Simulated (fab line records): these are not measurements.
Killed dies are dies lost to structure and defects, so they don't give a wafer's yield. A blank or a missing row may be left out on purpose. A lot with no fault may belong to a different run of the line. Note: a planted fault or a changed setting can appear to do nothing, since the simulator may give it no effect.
fab line records	flow n5-finfet
[record] lots = 10	wafers = 29	last-day = 17
route steps=1938 shown MIM_TOP_ETCH@1853 MIM_BOT_LITHO@1865 TV_OPEN@1889 PASSIVATION@1901
lots that met no fault: from a run of the same line without faults
start-h: the number of hours between the record's first day and the start of the first shown wafer of the lot	wait-h: hours elapsed since this lot's preceding step	" identical to the entry in the row above	L1.1+2: a single row standing in for several wafers	- no value present, or no start provided	* or withheld: withheld	< > ~ a bound
route shown NAME@n: names a module that has steps shown in the file, with the first one's number in the route	usual: the fault-free wafers' mean and standard deviation	same: alike in all rows	chamber/n: place in a boat	sites: each site's reading	_std_site: their standard deviation	_edge_site: the outer-site mean with the inner-site mean subtracted	radius-mm: how far each site lies from the wafer's centre	mask NAME#n: copy n	behind: the tool/chamber that last shaped the wafer	hold: why the lot was held/for how many hours/how that ended	device: names the non-switching transistor (n, p or np)	end of line: the tests these same wafers got at the end of their route	for a step that has no rows: nothing shown but its recipe	killed: dies lost to structure and defects at the first sort, not the wafer's yield	map: a wafer's dies, marking killed ones x, the rest . and places with no die _
set.NAME: the setting as run; set.NAME@STEP: as run at that earlier step	model.NAME: the simulator's own value behind a step, which no gauge read
the route's steps for a sample of lots (tables are steps, rows are wafers)
services: from which hour (start-h, from the record's first day; less than 0 if before it) a tool's chamber was out of use, for how many hours, and why
[[steps]]
[step N5_MIM_TOP_ETCH_PECVD_03]
[recipe] material = SiNx	target-thk-a = 200	temp-c = 400	precursor = SiH4/NH3/N2	pressure-torr = 1.5	rf-w = 300	time-s = 17.6
[usual] chamber-pressure-Torr = 1.500/0.0032	heater-power-w = 722/68	showerhead-plenum-p-Torr = 5.14/0.069	susceptor-temp-C = 400.02/0.21	throttle-valve-pct = 40.1/1.8
[same] time-s = 17.6
lot.wafer	tool	chamber	start-h	wait-h	chamber-pressure-Torr	heater-power-w	showerhead-plenum-p-Torr	susceptor-temp-C	throttle-valve-pct
L199.2	pecvd-03	1	279.50	-	1.500	699	5.05	400.03	40.2
L199.4	"	0	"	"	1.498	836	5.05	400.12	43.9
L199.5	"	1	"	"	1.504	698	5.07	400.04	40.0
L203.2	pecvd-01	1	290.18	-	1.503	698	5.20	400.00	39.6
L203.3	"	1	"	"	1.499	697	5.20	400.29	39.4
L203.4	"	2	"	"	1.496	583	5.11	400.29	39.4
L204.2	pecvd-01	1	299.31	-	1.500	700	5.21	399.56	39.8
L204.3	"	2	"	"	1.504	665	5.11	399.73	39.0
L204.6	"	2	"	"	1.503	664	5.10	399.64	39.6
L209.2	pecvd-03	1	318.57	-	1.500	715	5.05	400.13	40.1
L209.3	"	2	"	"	1.500	720	5.25	399.83	39.4
L209.4	"	0	"	"	1.500	767	5.05	399.90	44.4
L210.1	pecvd-03	2	339.71	-	1.500	842	5.27	400.09	39.5
L210.4	"	1	"	"	1.502	681	5.06	400.07	40.0
L210.5	"	2	"	"	1.499	823	5.25	400.38	39.4
L211.1	pecvd-03	2	344.73	-	1.502	800	5.26	399.64	39.4
L211.2	"	0	"	"	1.502	844	5.05	399.91	44.2
L211.6	"	1	"	"	1.497	696	5.06	400.15	40.2
L213.2	pecvd-04	1	353.39	-	1.502	790	5.21	400.23	42.0
L213.5	"	2	"	"	1.499	805	5.07	399.75	38.3
L213.6	"	1	"	"	1.506	784	5.20	399.94	41.9
L217.2	pecvd-03	0	376.95	-	1.499	755	5.07	399.80	44.1
L217.6	"	1	"	"	1.504	624	5.07	400.46	40.3
L222.3	pecvd-04	0	404.17	-	1.505	820	5.06	400.11	43.0
L222.5	"	2	"	"	1.498	713	5.08	399.97	38.6
L222.6	"	0	"	"	1.507	830	5.08	399.72	42.9
L221.2	pecvd-01	2	404.32	-	1.502	589	5.12	400.00	39.7
L221.4	"	2	"	"	1.504	613	5.10	400.33	39.9
L221.6	"	1	"	"	1.498	714	5.20	399.83	39.8
[step N5_MIM_BOT_LITHO_DESCUM_10]
[recipe] chemistry = O2	time-s = 7.9	source-power-w = 50	bias-power-w = 20	pressure-mtorr = 20	rf-frequency-hz = 2.712e+07	temp-c = 40	o2-flow-sccm = 225
[usual] drypump-motor-current-A = 5.6/0.38	o2-flow-sccm = 225.0/0.67	oes-product-au = 0.79/0.081	rf-vpp-V = 243.0/1.4	showerhead-plenum-p-Torr = 2.08/0.08	temp-c = 40.01/0.096	throttle-valve-pct = 20.40/0.29
[same] time-s = 7.9
lot.wafer	tool	chamber	start-h	wait-h	drypump-motor-current-A	o2-flow-sccm	oes-product-au	rf-hours-counter-h	rf-vpp-V	showerhead-plenum-p-Torr	temp-c	throttle-valve-pct
L199.2	rie-diel-01	2	280.31	0.3	5.4	225.3	0.79	102	244.4	2.15	40.00	20.71
L199.4	"	1	"	"	5.2	225.1	0.73	185	241.9	2.06	40.06	20.45
L199.5	"	3	"	"	5.9	224.8	0.69	-	245.3	2.18	40.05	20.77
L203.2	rie-diel-05	1	290.77	0.0	5.6	225.4	0.75	115	241.2	2.02	40.20	20.26
L203.3	"	3	"	"	5.0	224.1	0.96	2	243.0	2.14	39.93	20.13
L203.4	"	2	"	"	5.7	224.5	0.73	187	241.0	1.92	39.96	21.01
L204.2	rie-diel-05	0	300.19	0.3	4.9	224.7	0.68	236	241.0	1.95	40.08	20.45
L204.3	"	1	"	"	5.5	225.0	0.75	117	242.8	2.02	39.99	20.25
L204.6	"	1	"	"	5.5	225.0	0.75	-	242.4	2.02	40.02	20.25
L209.2	rie-diel-05	0	319.02	0.0	4.9	225.2	0.67	243	241.4	1.95	40.09	20.45
L209.3	"	2	"	"	5.7	224.5	0.72	198	241.1	1.92	39.80	21.03
L209.4	"	3	"	"	5.0	225.9	0.93	5	242.8	2.14	40.01	20.11
L210.1	rie-diel-01	2	340.33	0.1	5.4	225.1	0.77	127	243.2	2.14	39.99	20.74
L210.4	"	2	"	"	5.4	224.4	0.76	-	242.6	2.14	39.99	20.75
L210.5	"	1	"	"	5.2	224.9	0.72	-	242.5	2.05	40.16	20.48
L211.1	rie-diel-01	1	345.30	0.0	5.2	226.1	0.73	211	242.8	2.05	39.98	20.50
L211.2	"	0	"	"	6.0	225.5	0.85	93	242.2	2.00	40.08	20.10
L211.6	"	0	"	"	6.0	226.1	0.84	-	243.0	2.00	40.20	20.09
L213.2	rie-diel-01	2	353.84	0.0	5.4	224.3	0.77	133	243.3	2.14	40.03	20.75
L213.5	"	1	"	"	5.2	224.1	0.72	-	244.2	2.05	40.03	20.49
L213.6	"	0	"	"	6.0	225.7	0.84	-	242.4	2.00	40.12	20.10
L217.2	rie-diel-01	2	377.39	0.0	5.4	225.0	0.77	143	244.1	2.14	39.94	20.77
L217.6	"	3	"	"	5.9	224.5	0.95	-	243.9	2.17	39.86	20.44
L222.3	rie-diel-01	1	404.80	0.1	5.2	224.2	0.71	232	243.2	2.04	40.02	20.51
L222.5	"	1	"	"	5.2	224.0	0.71	-	243.0	2.04	40.00	20.52
L222.6	"	0	"	"	6.0	225.5	0.82	-	241.0	1.99	40.03	20.13
L221.2	rie-diel-01	1	404.93	0.1	5.2	225.8	0.71	233	244.0	2.04	40.07	20.55
L221.4	"	3	"	"	5.9	223.7	0.93	18	244.1	2.17	40.15	20.46
L221.6	"	1	"	"	5.2	226.2	0.71	-	243.2	2.04	39.95	20.53
[step N5_PASSIVATION_STRIP_14]
[recipe] chemistry = O2	power-w = 600	temp-c = 60	pressure-mtorr = 30	rf-frequency-hz = 6e+07	bias-power-w = 0	overash-fraction = 0.5	o2-flow-sccm = 225
[usual] drypump-motor-current-A = 6.0/0.48	o2-flow-sccm = 225.0/0.63	oes-product-au = 0.81/0.074	rf-vpp-V = 3.7/0.93	showerhead-plenum-p-Torr = 2.08/0.063	temp-c = 60.01/0.11	throttle-valve-pct = 16.61/0.24
lot.wafer	tool	chamber	start-h	wait-h	drypump-motor-current-A	o2-flow-sccm	oes-product-au	rf-hours-counter-h	rf-vpp-V	showerhead-plenum-p-Torr	temp-c	throttle-valve-pct
L199.2	rie-diel-02	0	282.56	0.1	6.3	224.0	0.67	242	2.0	2.16	59.99	16.57
L199.4	"	3	"	"	5.2	224.6	0.81	83	3.9	2.03	60.10	16.46
L199.5	"	1	"	"	6.6	224.3	0.76	-	4.4	2.12	60.17	16.53
L203.2	rie-diel-06	1	297.17	0.1	5.5	225.1	0.89	42	4.0	2.04	60.00	16.43
L203.3	"	3	"	"	5.4	224.9	0.83	71	2.6	2.23	59.84	16.50
L203.4	"	2	"	"	5.4	224.4	0.72	198	4.5	2.08	60.20	17.06
L204.2	rie-diel-02	2	302.11	0.1	6.1	226.0	0.90	33	5.5	2.05	59.96	16.62
L204.3	"	1	"	"	6.6	225.1	0.76	128	2.0	2.11	59.96	16.55
L204.6	"	0	"	"	6.3	225.2	0.67	-	2.8	2.15	60.10	16.60
L209.2	rie-diel-02	1	322.08	0.1	6.6	223.7	0.76	135	3.8	2.11	59.87	16.56
L209.3	"	3	"	"	5.3	225.2	0.79	97	3.0	2.02	59.96	16.52
L209.4	"	1	"	"	6.7	223.5	0.76	-	6.4	2.11	60.11	16.56
L210.1	rie-diel-02	3	342.35	0.1	5.3	224.8	0.79	102	3.2	2.02	60.05	16.49
L210.4	"	0	"	"	6.3	224.3	0.96	5	2.6	2.15	59.92	16.14
L210.5	"	0	"	"	6.2	223.5	0.96	-	3.0	2.15	59.94	16.16
L211.1	rie-diel-02	0	350.45	0.1	6.3	225.4	0.94	8	3.2	2.15	59.99	16.13
L211.2	"	2	"	"	6.1	224.4	0.88	48	3.2	2.04	60.15	16.66
L211.6	"	3	"	"	5.3	223.9	0.78	-	3.7	2.02	60.11	16.51
L213.2	rie-diel-06	2	357.43	0.1	5.3	225.5	0.70	215	3.8	2.07	60.00	17.07
L213.5	"	2	"	"	5.4	225.1	0.71	-	4.2	2.07	60.00	17.08
L213.6	"	3	"	"	5.4	224.5	0.82	-	3.5	2.22	59.96	16.55
L217.2	rie-diel-02	2	381.08	0.1	6.1	226.0	0.84	61	4.9	2.04	60.04	16.66
L217.6	"	2	"	"	6.1	225.9	0.85	-	4.6	2.04	60.22	16.65
L222.3	rie-diel-02	1	407.37	0.1	6.6	224.3	0.73	168	4.5	2.10	60.03	16.60
L222.5	"	3	"	"	5.2	225.4	0.75	-	3.2	2.01	60.17	16.55
L222.6	"	2	"	"	6.1	225.4	0.83	-	4.6	2.03	59.95	16.67
L221.2	rie-diel-06	1	407.38	0.1	5.5	226.0	0.86	70	3.4	2.03	60.02	16.51
L221.4	"	3	"	"	5.4	225.2	0.82	100	4.3	2.21	59.88	16.56
L221.6	"	2	"	"	5.3	224.9	0.70	-	2.8	2.07	59.92	17.08
[step N5_PASSIVATION_EXPOSE_27]
[recipe] mask-id = PAD	na = 0.55	source-shape = conventional	sigma-outer = 0.8	polarization = unpolarized	defocus-nm = 0	dose-mj = 32.3
[usual] exposure-dose-mJ-cm2 = 32.30/0.031	focus-offset-nm = -0.1/0.57
lot.wafer	tool	chamber	start-h	wait-h	mask	exposure-dose-mJ-cm2	focus-offset-nm
L199.2	krf-scanner-02	0	284.19	-	PAD#0	32.31	0.0
L199.4	"	0	"	"	PAD#0	32.26	0.7
L199.5	"	0	"	"	PAD#0	32.28	0.1
L203.2	krf-scanner-02	0	297.97	-	PAD#0	32.31	-1.0
L203.3	"	0	"	"	PAD#0	32.30	-0.7
L203.4	"	0	"	"	PAD#0	32.32	-1.3
L204.2	krf-scanner-02	0	303.41	-	PAD#0	32.29	0.3
L204.3	"	0	"	"	PAD#0	32.29	-0.5
L204.6	"	0	"	"	PAD#0	32.32	-0.3
L209.2	krf-scanner-02	0	323.31	-	PAD#0	34.06	0.0
L209.3	"	0	"	"	PAD#0	34.01	0.0
L209.4	"	0	"	"	PAD#0	34.09	-1.0
L210.1	krf-scanner-02	0	343.55	-	PAD#0	34.07	-0.2
L210.4	"	0	"	"	PAD#0	34.12	0.4
L210.5	"	0	"	"	PAD#0	34.10	-0.4
L211.1	krf-scanner-02	0	352.02	-	PAD#0	34.06	0.1
L211.2	"	0	"	"	PAD#0	34.09	0.6
L211.6	"	0	"	"	PAD#0	34.10	0.7
L213.2	krf-scanner-01	0	358.66	-	PAD#0	32.31	0.5
L213.5	"	0	"	"	PAD#0	32.36	0.5
L213.6	"	0	"	"	PAD#0	32.29	1.3
L217.2	krf-scanner-01	0	382.10	-	PAD#0	32.29	-0.3
L217.6	"	0	"	"	PAD#0	32.32	0.0
L222.3	krf-scanner-01	0	408.32	-	PAD#0	32.31	-0.7
L222.5	"	0	"	"	PAD#0	32.31	-0.8
L222.6	"	0	"	"	PAD#0	32.36	-0.6
L221.2	krf-scanner-01	0	408.46	-	PAD#0	32.28	0.6
L221.4	"	0	"	"	PAD#0	32.31	0.3
L221.6	"	0	"	"	PAD#0	32.28	-0.2
[step N5_PASSIVATION_CD_MEAS_30]
[recipe] target-cd-nm = 4000	landing-energy-ev = 500	detector = se-inlens	polarity = opening
[usual] cd-nm = 4000.4/2.9
lot.wafer	tool	chamber	start-h	wait-h	cd-nm
L199.2	cd-sem-03	0	284.36	-	3995.2
L199.4	"	0	"	"	4000.6
L199.5	"	0	"	"	4001.3
L203.2	cd-sem-01	0	298.14	-	4000.9
L203.3	"	0	"	"	3995.1
L203.4	"	0	"	"	4001.9
L204.2	cd-sem-02	0	303.58	-	4001.6
L204.3	"	0	"	"	4000.3
L204.6	"	0	"	"	3995.8
L209.2	cd-sem-03	0	323.48	-	4009.9
L209.3	"	0	"	"	4006.6
L209.4	"	0	"	"	4015.6
L210.1	cd-sem-02	0	343.73	-	4009.6
L210.4	"	0	"	"	4011.6
L210.5	"	0	"	"	4011.6
L211.1	cd-sem-03	0	352.20	-	4014.9
L211.2	"	0	"	"	4011.2
L211.6	"	0	"	"	4006.8
L213.2	cd-sem-02	0	358.83	-	4000.0
L213.5	"	0	"	"	3998.6
L213.6	"	0	"	"	3994.5
L217.2	cd-sem-03	0	382.27	-	3995.2
L217.6	"	0	"	"	3994.3
L222.3	cd-sem-03	0	408.48	-	3994.5
L222.5	"	0	"	"	3999.4
L222.6	"	0	"	"	4003.1
L221.2	cd-sem-01	0	408.64	-	4004.6
L221.4	"	0	"	"	4005.5
L221.6	"	0	"	"	4002.6
[[services]]
tool	chamber	start-h	hours	kind
krf-scanner-01	-	255.62	1.0	pm
rie-diel-01	-	259.93	15.6	pm
rie-diel-06	1	268.83	5.7	repair
rie-diel-01	1	286.84	1.3	repair
pecvd-03	-	290.28	1.3	repair
rie-diel-05	3	295.88	15.1	repair
krf-scanner-01	-	305.63	0.8	pm
rie-diel-02	0	307.50	-	clean
rie-diel-02	0	307.50	-	consumable-replace:focus-ring
krf-scanner-02	-	307.80	1.0	pm
krf-scanner-01	-	310.58	3.6	pm
rie-diel-01	0	311.92	8.4	repair
rie-diel-05	0	314.81	2.2	repair
pecvd-01	-	316.89	0.2	repair
pecvd-04	0	327.02	6.8	repair
krf-scanner-02	-	346.67	1.7	repair
krf-scanner-02	-	348.53	1.3	pm
rie-diel-06	-	351.47	2.8	pm
krf-scanner-01	-	361.85	1.3	pm
rie-diel-06	-	371.00	14.6	pm
krf-scanner-01	-	373.13	0.2	repair
rie-diel-02	0	376.49	31.0	repair
pecvd-04	-	378.85	0.5	repair
krf-scanner-02	-	406.69	4.1	repair
[[key]]
[first-sign] step = N5_PASSIVATION_EXPOSE_27	reading = exposure-dose-mJ-cm2	direction = up	sigmas = 58	usual = 32.30	struck = 34.08
[effect] step = N5_PASSIVATION_CD_MEAS_30	reading = cd-nm	direction = up	sigmas = 3.6	usual = 4000.4	struck = 4010.9
met-at N5_PASSIVATION_EXPOSE_27
struck-lots L209,L210,L211
[baseline-loss] step = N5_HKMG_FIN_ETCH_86	wafers = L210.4
not-acting-at N5_MIM_TOP_ETCH_PECVD_03,N5_MIM_BOT_LITHO_DESCUM_10,N5_PASSIVATION_STRIP_14
onset-between 303.41 323.31
[earlier-fault] kind = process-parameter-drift	tool = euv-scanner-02	chamber = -	onset-h = 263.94	steps = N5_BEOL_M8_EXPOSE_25	channel = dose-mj	offset = 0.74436	shape = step	acts-in = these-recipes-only	stated = 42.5
[earlier-fault] kind = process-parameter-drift	tool = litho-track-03	chamber = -	onset-h = 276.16	steps = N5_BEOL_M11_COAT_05	channel = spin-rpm	offset = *	shape = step	acts-in = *	stated = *
[fault] kind = process-parameter-drift	tool = krf-scanner-02	chamber = -	onset-h = 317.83	steps = N5_PASSIVATION_EXPOSE_27	channel = dose-mj	offset = 1.7592	shape = step	acts-in = these-recipes-only	stated = 32.3
// baseline-loss: these wafers lose ten dies or more at that step, a loss of the line's own and not of a fault; the sort's usual values leave them out
